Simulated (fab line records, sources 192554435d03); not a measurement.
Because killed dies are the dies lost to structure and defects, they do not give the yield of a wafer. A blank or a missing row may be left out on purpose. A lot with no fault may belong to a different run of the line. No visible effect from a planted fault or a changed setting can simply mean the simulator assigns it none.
fab line records	flow n5-finfet	part 1 of 2: steps 1 to 21 of 28
[record] lots = 5	wafers = 15	last-day = 16
route steps=1938 shown MOL_CONTACT_COAG@554
lots that met no fault: from a run of the same line without faults
start-h: start of the lot's first displayed wafer, in hours after the record's first day	wait-h: hours since the lot's step before	" as in the row above	L1.1+2: a single row standing in for several wafers	- no value, or no start given	* or withheld: withheld	< > ~ a bound
route shown NAME@n: a module of which the file shows steps, and the number in the route of the first	usual: mean/standard deviation taken from wafers without a fault	same: alike in all rows	chamber/n: place in a boat	sites: readings site by site	_std_site: how widely they spread, as a standard deviation	_edge_site: the outer-site mean with the inner-site mean subtracted	radius-mm: how far each site lies from the wafer's centre	mask NAME#n: copy n	behind: the last tool/chamber to shape the wafer	hold: why the lot went on hold/how many hours it stayed there/how the hold came to an end	device: whichever transistor did not switch (one of n, p or np)	end of line: the tests these same wafers got at the end of their route	a step given without rows: its recipe and nothing more	killed: the dies lost at the first sort to structure and to defects; this is not the yield of the wafer	map: shows each die of a wafer: x if killed, . if not, _ if none is there
set.NAME: the setting the step ran with; set.NAME@STEP: the setting that earlier step ran with	model.NAME: the simulator's own value behind a step, which no gauge read
lots at selected steps of the route; one table per step, one row per wafer
services: the hour from which a tool's chamber was out of use, counted from the record's first day as start-h (under 0 if before that day), plus the number of hours and why
[[steps]]
[step N5_MOL_CONTACT_COAG_CMP_23]
[recipe] stop-on = SiO2	t-overpolish-s = 1.5	post-cmp-clean = cu-alkaline	down-force-psi = 2	platen-rpm = 50.289	pad-velocity-m-s = 1.0006	target-thk-nm = 0
[usual] motor-current-A = 8.4/0.79	overpolish-run-s = 1.500/0.0092	platen-rpm = 50.29/0.03	time-to-endpoint-s = 9/3.7
lot.wafer	tool	chamber	start-h	wait-h	motor-current-A	overpolish-run-s	platen-rpm	time-to-endpoint-s
L074.4	cmp-04	1	99.07	0.0	7.8	1.501	50.27	11
L074.1	"	3	"	"	9.0	1.497	50.33	9
L074.3	"	0	"	"	7.5	1.500	50.27	10
L078.4	cmp-04	3	119.62	0.1	8.8	1.487	50.22	10
L078.5	"	2	"	"	8.3	1.479	50.30	16
L078.6	"	3	"	"	9.0	1.495	50.27	12
L079.1	cmp-04	0	125.95	0.0	8.0	1.497	50.32	13
L079.3	"	3	"	"	8.9	1.508	50.28	12
L079.5	"	0	"	"	7.7	1.511	50.26	11
L081.3	cmp-01	3	137.66	0.2	8.4	1.507	50.23	8
L081.2	"	0	"	"	6.8	1.498	50.26	1
L081.6	"	3	"	"	8.7	1.505	50.26	6
L090.4	cmp-04	0	188.13	0.0	7.6	1.508	50.24	10
L090.1	"	1	"	"	7.6	1.501	50.30	9
L090.5	"	1	"	"	7.2	1.514	50.27	8
[step N5_MOL_CONTACT_COAG_WET_ETCH_26]
[recipe] target = Co	target-depth-nm = 13
lot.wafer	tool	chamber	start-h	wait-h
L074.1+3+4	wet-bench-03	3,0,1	99.42	0.0
L078.4+5+6	wet-bench-02	5,3,1	119.93	0.0
L079.1+3+5	wet-bench-02	4,1,5	126.30	0.0
L081.2+3+6	wet-bench-02	6,7,1	137.97	0.0
L090.1+4+5	wet-bench-02	5,2,6	188.48	0.0
[step N5_MOL_CONTACT_COAG_WET_ETCH_116]
[recipe] chemistry = SC1-inhibited	target-depth-nm = 4.6	dry = ipa-marangoni	rinse-time-s = 30	rinse-temp-c = 23
lot.wafer	tool	chamber	start-h	wait-h
L074.1+3+4	wet-bench-03	3,0,1	99.59	0.0
L078.4+5+6	wet-bench-02	5,3,1	120.08	0.0
L079.1+3+5	wet-bench-02	4,1,5	126.45	0.0
L081.2+3+6	wet-bench-02	6,7,1	138.12	0.0
L090.1+4+5	wet-bench-02	5,2,6	188.63	0.0
[step N5_MOL_CONTACT_COAG_ALD_27]
[recipe] material = SiOC	target-thk-a = 170	temp-c = 400	ald-precursor-family = carbosiloxane	ald-co-reactant = H2-plasma	pulse-time-s = 1.5	time-s = 2720	purge-time-s = 2	co-reactant-purge-time-s = 2	ald-cycles = 340	pressure-torr = 2
[usual] heater-power-w = 820/56	precursor-pulse-height-rel = 0.997/0.019
[same] co-reactant-purge-time-s = 2
lot.wafer	tool	chamber	start-h	wait-h	heater-power-w	precursor-pulse-height-rel	since-wet-clean-h
L074.1	ald-sin-02	2	100.44	0.5	930	0.972	290
L074.3	"	0	"	"	818	1.014	290
L074.4	"	3	"	"	753	1.015	290
L078.4	ald-sin-03	2	120.40	0.0	825	1.037	21
L078.5	"	3	"	"	826	1.020	-
L078.6	"	0	"	"	751	0.989	-
L079.1	ald-sin-02	2	126.77	0.0	911	0.959	316
L079.3	"	0	"	"	815	0.997	316
L079.5	"	0	"	"	840	0.976	-
L081.2	ald-sin-03	1	138.45	0.0	795	1.006	39
L081.3	"	3	"	"	811	1.011	39
L081.6	"	2	"	"	857	0.997	-
L090.1	ald-sin-01	2	189.58	0.7	881	1.013	182
L090.4	"	1	"	"	712	0.964	-
L090.5	"	2	"	"	846	0.983	-
[step N5_MOL_CONTACT_COAG_CMP_28]
[recipe] stop-on = SiNx	t-overpolish-s = 0.85	post-cmp-clean = alkaline-brush	down-force-psi = 4.15	platen-rpm = 51.8	pad-velocity-m-s = 1.0307	target-thk-nm = 14.522
[usual] motor-current-A = 13.0/1.3	platen-rpm = 51.80/0.031	time-to-endpoint-s = 5.1/3
lot.wafer	tool	chamber	start-h	wait-h	motor-current-A	platen-rpm	time-to-endpoint-s
L074.4	cmp-02	3	102.01	0.8	12.0	51.81	2.8
L074.1	"	1	"	"	13.3	51.81	7.4
L074.3	"	2	"	"	13.8	51.84	2.9
L078.4	cmp-04	1	122.08	0.9	12.1	51.81	5.5
L078.5	"	2	"	"	12.8	51.80	12.0
L078.6	"	3	"	"	13.4	51.82	4.3
L079.1	cmp-02	2	128.34	0.8	14.0	51.81	0.7
L079.3	"	0	"	"	15.1	51.82	2.8
L079.5	"	3	"	"	11.6	51.81	0.2
L081.2	cmp-02	0	140.01	0.8	15.2	51.79	1.7
L081.3	"	3	"	"	11.3	51.82	1.5
L081.6	"	0	"	"	15.3	51.86	2.4
L090.1	cmp-01	0	191.15	0.8	11.3	51.81	1.4
L090.4	"	3	"	"	12.7	51.78	10.0
L090.5	"	1	"	"	13.2	51.82	2.0
[step N5_MOL_CONTACT_COAG_THK_MEAS_29]
[recipe] reads = SiNx_of_GATE_CUT_PECVD_57+SiNx_of_GATE_CUT_SAC_CAP_01
[usual] MD_CAP_THK = 17.93/0.091
lot.wafer	tool	chamber	start-h	wait-h	MD_CAP_THK[nm]
L074.1	film-metro-01	-	102.31	-	18.01
L074.3	"	-	"	"	18.06
L074.4	"	-	"	"	17.94
L078.4	film-metro-01	-	122.27	-	17.98
L078.5	"	-	"	"	17.79
L078.6	"	-	"	"	17.88
L079.1	film-metro-01	-	128.63	-	17.87
L079.3	"	-	"	"	17.89
L079.5	"	-	"	"	17.92
L081.2	film-metro-02	-	140.31	-	17.80
L081.3	"	-	"	"	17.95
L081.6	"	-	"	"	17.83
L090.1	film-metro-01	-	191.44	-	17.87
L090.4	"	-	"	"	17.91
L090.5	"	-	"	"	17.94
[step N5_MOL_CONTACT_COAG_ALD_123]
[recipe] material = SiNx	target-thk-a = 50	temp-c = 400	ald-precursor-family = SiH2I2	ald-co-reactant = N2/H2-plasma	pulse-time-s = 1	purge-time-s = 2	co-reactant-purge-time-s = 2	ald-cycles = 100	pressure-torr = 2
[usual] heater-power-w = 803/62	precursor-pulse-height-rel = 1.000/0.019
[same] co-reactant-purge-time-s = 2
lot.wafer	tool	chamber	start-h	wait-h	heater-power-w	precursor-pulse-height-rel	since-wet-clean-h
L074.1	ald-sin-01	1	103.00	0.7	717	1.018	95
L074.3	"	3	"	"	698	1.032	95
L074.4	"	2	"	"	877	1.025	95
L078.4	ald-sin-03	0	122.30	0.0	749	1.013	22
L078.5	"	0	"	"	751	0.993	-
L078.6	"	3	"	"	824	1.005	-
L079.1	ald-sin-01	0	128.95	0.3	832	1.003	121
L079.3	"	1	"	"	712	0.993	121
L079.5	"	3	"	"	687	0.991	-
L081.2	ald-sin-03	0	141.75	1.4	750	0.992	42
L081.3	"	1	"	"	797	1.021	42
L081.6	"	0	"	"	727	0.993	-
L090.1	ald-sin-01	2	192.31	0.9	886	1.033	184
L090.4	"	1	"	"	729	1.025	184
L090.5	"	2	"	"	890	0.973	-
[step N5_MOL_CONTACT_COAG_PECVD_31]
[recipe] material = SiO2	target-thk-a = 460	temp-c = 400	precursor = TEOS/O2	pressure-torr = 6.5	rf-w = withheld	teos-flow-sccm = withheld	gas = O2	flow-sccm = 2650	time-s = 8.9
lot.wafer	tool	chamber	start-h	wait-h	since-wet-clean-h
L074.1	pecvd-02	2	103.50	0.3	416
L074.3	"	0	"	"	1170
L074.4	"	2	"	"	-
L078.4	pecvd-01	2	122.82	0.3	-
L078.5	"	2	"	"	-
L078.6	"	1	"	"	-
L079.1	pecvd-01	2	129.46	0.3	2102
L079.3	"	0	"	"	652
L079.5	"	1	"	"	-
L081.2	pecvd-04	0	142.28	0.3	846
L081.3	"	1	"	"	1571
L081.6	"	1	"	"	-
L090.1	pecvd-01	0	192.81	0.3	715
L090.4	"	1	"	"	-
L090.5	"	2	"	"	-
[step N5_MOL_CONTACT_COAG_COAT_75]
[recipe] resist = SOC	temp-c = 250	time-s = 60	spin-rpm = 1500	resist-thk-nm = 60
[usual] chill-plate-temp-C = 22.99/0.11
lot.wafer	tool	chamber	start-h	wait-h	chill-plate-temp-C
L074.1	litho-track-01	0	103.56	0.0	23.08
L074.3	"	0	"	"	23.02
L074.4	"	0	"	"	22.81
L078.4	litho-track-05	0	122.88	0.0	23.23
L078.5	"	0	"	"	23.11
L078.6	"	0	"	"	22.96
L079.1	litho-track-01	0	129.51	0.0	22.91
L079.3	"	0	"	"	23.12
L079.5	"	0	"	"	22.99
L081.2	litho-track-05	0	142.35	0.1	22.97
L081.3	"	0	"	"	22.97
L081.6	"	0	"	"	22.82
L090.1	litho-track-05	0	192.87	0.0	22.98
L090.4	"	0	"	"	23.01
L090.5	"	0	"	"	22.87
[step N5_MOL_CONTACT_COAG_COAT_76]
[recipe] resist = SiARC	temp-c = 220	time-s = 60	spin-rpm = 1500	resist-thk-nm = 10
[usual] chill-plate-temp-C = 23.00/0.1
lot.wafer	tool	chamber	start-h	wait-h	chill-plate-temp-C
L074.1	litho-track-01	0	-	-	23.09
L074.3	"	0	"	"	22.95
L074.4	"	0	"	"	23.03
L078.4	litho-track-05	0	-	-	23.09
L078.5	"	0	"	"	23.07
L078.6	"	0	"	"	23.04
L079.1	litho-track-01	0	-	-	22.95
L079.3	"	0	"	"	22.92
L079.5	"	0	"	"	23.09
L081.2	litho-track-05	0	-	-	23.06
L081.3	"	0	"	"	23.30
L081.6	"	0	"	"	23.13
L090.1	litho-track-05	0	-	-	23.04
L090.4	"	0	"	"	22.93
L090.5	"	0	"	"	22.93
[step N5_MOL_CONTACT_COAG_COAT_77]
[recipe] resist = underlayer	temp-c = 205	time-s = 60	spin-rpm = 1500	resist-thk-nm = 10
[usual] chill-plate-temp-C = 22.98/0.1
lot.wafer	tool	chamber	start-h	wait-h	chill-plate-temp-C
L074.1	litho-track-01	0	-	-	22.95
L074.3	"	0	"	"	23.13
L074.4	"	0	"	"	22.96
L078.4	litho-track-05	0	-	-	23.05
L078.5	"	0	"	"	23.02
L078.6	"	0	"	"	23.07
L079.1	litho-track-01	0	-	-	22.91
L079.3	"	0	"	"	23.03
L079.5	"	0	"	"	23.02
L081.2	litho-track-05	0	-	-	22.98
L081.3	"	0	"	"	22.99
L081.6	"	0	"	"	22.84
L090.1	litho-track-05	0	-	-	22.89
L090.4	"	0	"	"	23.04
L090.5	"	0	"	"	22.97
[step N5_MOL_CONTACT_COAG_COAT_78]
[recipe] resist = CAR-EUV	spin-rpm = 1500	resist-thk-nm = 40
[usual] chill-plate-temp-C = 22.99/0.11
lot.wafer	tool	chamber	start-h	wait-h	chill-plate-temp-C
L074.1	litho-track-01	0	-	-	22.95
L074.3	"	0	"	"	23.16
L074.4	"	0	"	"	22.99
L078.4	litho-track-05	0	-	-	22.90
L078.5	"	0	"	"	22.71
L078.6	"	0	"	"	22.85
L079.1	litho-track-01	0	-	-	22.96
L079.3	"	0	"	"	22.76
L079.5	"	0	"	"	22.91
L081.2	litho-track-05	0	-	-	22.89
L081.3	"	0	"	"	23.05
L081.6	"	0	"	"	22.91
L090.1	litho-track-05	0	-	-	22.95
L090.4	"	0	"	"	23.03
L090.5	"	0	"	"	22.97
[step N5_MOL_CONTACT_COAG_EBR_80]
[recipe] solvent = PGMEA	ebr-width-mm = 1.5
[usual] chill-plate-temp-C = 22.99/0.12
lot.wafer	tool	chamber	start-h	wait-h	chill-plate-temp-C
L074.1	litho-track-01	0	-	-	22.86
L074.3	"	0	"	"	22.87
L074.4	"	0	"	"	22.80
L078.4	litho-track-05	0	-	-	22.98
L078.5	"	0	"	"	22.97
L078.6	"	0	"	"	22.90
L079.1	litho-track-01	0	-	-	23.01
L079.3	"	0	"	"	23.10
L079.5	"	0	"	"	23.08
L081.2	litho-track-05	0	-	-	23.10
L081.3	"	0	"	"	23.06
L081.6	"	0	"	"	23.03
L090.1	litho-track-05	0	-	-	23.06
L090.4	"	0	"	"	22.99
L090.5	"	0	"	"	23.17
[step N5_MOL_CONTACT_COAG_SOFTBAKE_79]
[recipe] temp-c = 110	time-s = 60	resist = CAR-EUV
[usual] chill-plate-temp-C = 22.99/0.1
lot.wafer	tool	chamber	start-h	wait-h	chill-plate-temp-C
L074.1	litho-track-01	0	-	-	23.17
L074.3	"	0	"	"	23.11
L074.4	"	0	"	"	23.15
L078.4	litho-track-05	0	-	-	23.04
L078.5	"	0	"	"	22.99
L078.6	"	0	"	"	22.96
L079.1	litho-track-01	0	-	-	23.08
L079.3	"	0	"	"	23.10
L079.5	"	0	"	"	22.83
L081.2	litho-track-05	0	-	-	22.96
L081.3	"	0	"	"	23.02
L081.6	"	0	"	"	23.06
L090.1	litho-track-05	0	-	-	22.92
L090.4	"	0	"	"	22.94
L090.5	"	0	"	"	22.94
[step N5_MOL_CONTACT_COAG_EXPOSE_81]
[recipe] mask-id = VG	na = 0.33	source-shape = annular	sigma-inner = 0.3	sigma-outer = 0.7	polarization = unpolarized	defocus-nm = 0	dose-mj = 59.5
[usual] stage-msd-nm = 0.826/0.013
lot.wafer	tool	chamber	start-h	wait-h	mask	stage-msd-nm
L074.1	euv-scanner-02	0	103.82	-	VG#0	0.818
L074.3	"	0	"	"	VG#0	0.820
L074.4	"	0	"	"	VG#0	0.819
L078.4	euv-scanner-01	0	123.04	-	VG#0	0.836
L078.5	"	0	"	"	VG#0	0.832
L078.6	"	0	"	"	VG#0	0.836
L079.1	euv-scanner-01	0	129.65	-	VG#0	0.833
L079.3	"	0	"	"	VG#0	0.829
L079.5	"	0	"	"	VG#0	0.832
L081.2	euv-scanner-02	0	142.62	-	VG#0	0.833
L081.3	"	0	"	"	VG#0	0.832
L081.6	"	0	"	"	VG#0	0.832
L090.1	euv-scanner-01	0	193.13	-	VG#0	0.814
L090.4	"	0	"	"	VG#0	0.813
L090.5	"	0	"	"	VG#0	0.813
[step N5_MOL_CONTACT_COAG_PEB_82]
[recipe] peb-temp-c = 100	peb-time-s = 60	resist = CAR-EUV
[usual] chill-plate-temp-C = 23.03/0.1
lot.wafer	tool	chamber	start-h	wait-h	chill-plate-temp-C
L074.1	litho-track-05	0	103.89	0.1	23.21
L074.3	"	0	"	"	23.02
L074.4	"	0	"	"	23.08
L078.4	litho-track-02	0	123.09	0.0	22.87
L078.5	"	0	"	"	22.90
L078.6	"	0	"	"	22.93
L079.1	litho-track-01	0	129.73	0.1	23.16
L079.3	"	0	"	"	23.16
L079.5	"	0	"	"	23.08
L081.2	litho-track-05	0	142.69	0.1	23.02
L081.3	"	0	"	"	23.00
L081.6	"	0	"	"	22.94
L090.1	litho-track-02	0	193.21	0.1	22.97
L090.4	"	0	"	"	22.98
L090.5	"	0	"	"	22.94
[step N5_MOL_CONTACT_COAG_DEVELOP_83]
[recipe] develop-time-s = 30	developer = TMAH	resist = CAR-EUV	rinse-liquid = surfactant-rinse	dry = air-spin	dev-temp-c = 23
[usual] chill-plate-temp-C = 23.02/0.1	developer-temp-C = 23.01/0.12
lot.wafer	tool	chamber	start-h	wait-h	chill-plate-temp-C	developer-temp-C
L074.1	litho-track-05	0	-	-	23.08	22.99
L074.3	"	0	"	"	23.17	22.85
L074.4	"	0	"	"	23.25	22.99
L078.4	litho-track-02	0	-	-	22.85	23.13
L078.5	"	0	"	"	22.93	23.04
L078.6	"	0	"	"	22.79	23.05
L079.1	litho-track-01	0	-	-	23.00	23.12
L079.3	"	0	"	"	23.07	23.10
L079.5	"	0	"	"	23.18	23.06
L081.2	litho-track-05	0	-	-	23.14	23.23
L081.3	"	0	"	"	23.00	22.93
L081.6	"	0	"	"	23.10	23.04
L090.1	litho-track-02	0	-	-	22.97	22.92
L090.4	"	0	"	"	22.99	22.86
L090.5	"	0	"	"	23.01	22.63
[step N5_MOL_CONTACT_COAG_CD_MEAS_84]
[recipe] target-cd-nm = 25.1	landing-energy-ev = 500	detector = se-inlens	polarity = opening
[usual] cd-nm = 25.1/0.3
lot.wafer	tool	chamber	start-h	wait-h	cd-nm
L074.1	cd-sem-03	0	103.96	-	25.4
L074.3	"	0	"	"	25.3
L074.4	"	0	"	"	25.3
L078.4	cd-sem-03	0	123.16	-	25.3
L078.5	"	0	"	"	25.0
L078.6	"	0	"	"	25.1
L079.1	cd-sem-01	0	129.79	-	24.9
L079.3	"	0	"	"	25.2
L079.5	"	0	"	"	24.8
L081.2	cd-sem-01	0	142.76	-	25.4
L081.3	"	0	"	"	25.6
L081.6	"	0	"	"	25.6
L090.1	cd-sem-03	0	193.27	-	24.7
L090.4	"	0	"	"	25.6
L090.5	"	0	"	"	25.5
[step N5_MOL_CONTACT_COAG_OVL_MEAS_85]
[recipe] points-per-wafer = 522
[usual] VG_OVL = -0.2/0.62
lot.wafer	tool	chamber	start-h	wait-h	VG_OVL[nm]
L074.1	overlay-02	0	103.99	0.0	0.3
L074.3	"	0	"	"	-0.3
L074.4	"	0	"	"	0.1
L078.4	overlay-02	0	123.21	0.0	0.1
L078.5	"	0	"	"	-0.4
L078.6	"	0	"	"	-0.8
L079.1	overlay-02	0	129.82	0.0	0.9
L079.3	"	0	"	"	0.7
L079.5	"	0	"	"	0.5
L081.2	overlay-02	0	142.79	0.0	-0.3
L081.3	"	0	"	"	1.4
L081.6	"	0	"	"	1.0
L090.1	overlay-02	0	193.30	0.0	0.2
L090.4	"	0	"	"	-0.3
L090.5	"	0	"	"	-0.2
[step N5_MOL_CONTACT_COAG_INSPECT_57]
[recipe] mode = adi	inspect-instrument = brightfield
[usual] raw-defect-count = 217/57
lot.wafer	tool	chamber	start-h	wait-h	raw-defect-count
L074.1	defect-inspect-02	-	104.05	0.1	228
L074.3	"	-	"	"	266
L074.4	"	-	"	"	168
L078.4	defect-inspect-01	-	123.25	0.0	235
L078.5	"	-	"	"	265
L078.6	"	-	"	"	279
L079.1	defect-inspect-01	-	129.88	0.1	143
L079.3	"	-	"	"	174
L079.5	"	-	"	"	164
L081.2	defect-inspect-02	-	142.85	0.0	203
L081.3	"	-	"	"	172
L081.6	"	-	"	"	183
L090.1	defect-inspect-02	-	193.36	0.1	227
L090.4	"	-	"	"	155
L090.5	"	-	"	"	174
[step N5_MOL_CONTACT_COAG_DESCUM_88]
[recipe] chemistry = O2	time-s = 7	source-power-w = 50	bias-power-w = 20	pressure-mtorr = 20	rf-frequency-hz = 2.712e+07	temp-c = 40	resist = CAR-EUV	o2-flow-sccm = 225
[usual] bias-power-w = 20.01/0.065	drypump-motor-current-A = 5.6/0.4	oes-product-au = 0.81/0.1	rf-vpp-V = 243.1/1.1	showerhead-plenum-p-Torr = 2.07/0.043	throttle-valve-pct = 20.3/0.31
lot.wafer	tool	chamber	start-h	wait-h	bias-power-w	drypump-motor-current-A	oes-product-au	rf-hours-counter-h	rf-vpp-V	showerhead-plenum-p-Torr	throttle-valve-pct
L074.1	rie-diel-04	2	104.08	0.0	19.86	5.5	0.89	31	242.6	2.05	20.1
L074.3	"	0	"	"	19.90	6.0	0.74	-	241.7	2.05	20.2
L074.4	"	2	"	"	20.02	5.5	0.89	-	242.1	2.05	20.1
L078.4	rie-diel-04	3	123.37	0.1	19.99	4.9	0.77	147	243.2	1.99	20.3
L078.5	"	1	"	"	19.94	5.4	0.95	-	243.0	2.06	20.3
L078.6	"	0	"	"	19.90	6.1	0.73	-	242.7	2.05	20.2
L079.1	rie-diel-03	2	129.93	0.0	19.99	5.6	0.97	12	244.2	2.12	19.8
L079.3	"	0	"	"	20.10	6.4	0.73	167	243.0	2.07	20.4
L079.5	"	2	"	"	19.97	5.6	0.97	-	245.2	2.12	19.8
L081.2	rie-diel-03	3	142.88	0.0	20.04	5.4	0.70	219	243.0	2.07	20.8
L081.3	"	1	"	"	20.12	5.1	0.96	1	243.6	2.14	20.2
L081.6	"	0	"	"	19.89	6.4	0.73	-	242.6	2.07	20.4
L090.1	rie-diel-03	3	193.49	0.1	20.00	5.4	0.68	237	244.1	2.07	20.9
L090.4	"	1	"	"	19.97	5.1	0.89	17	244.6	2.13	20.3
L090.5	"	3	"	"	20.03	5.4	0.67	-	242.0	2.07	20.8
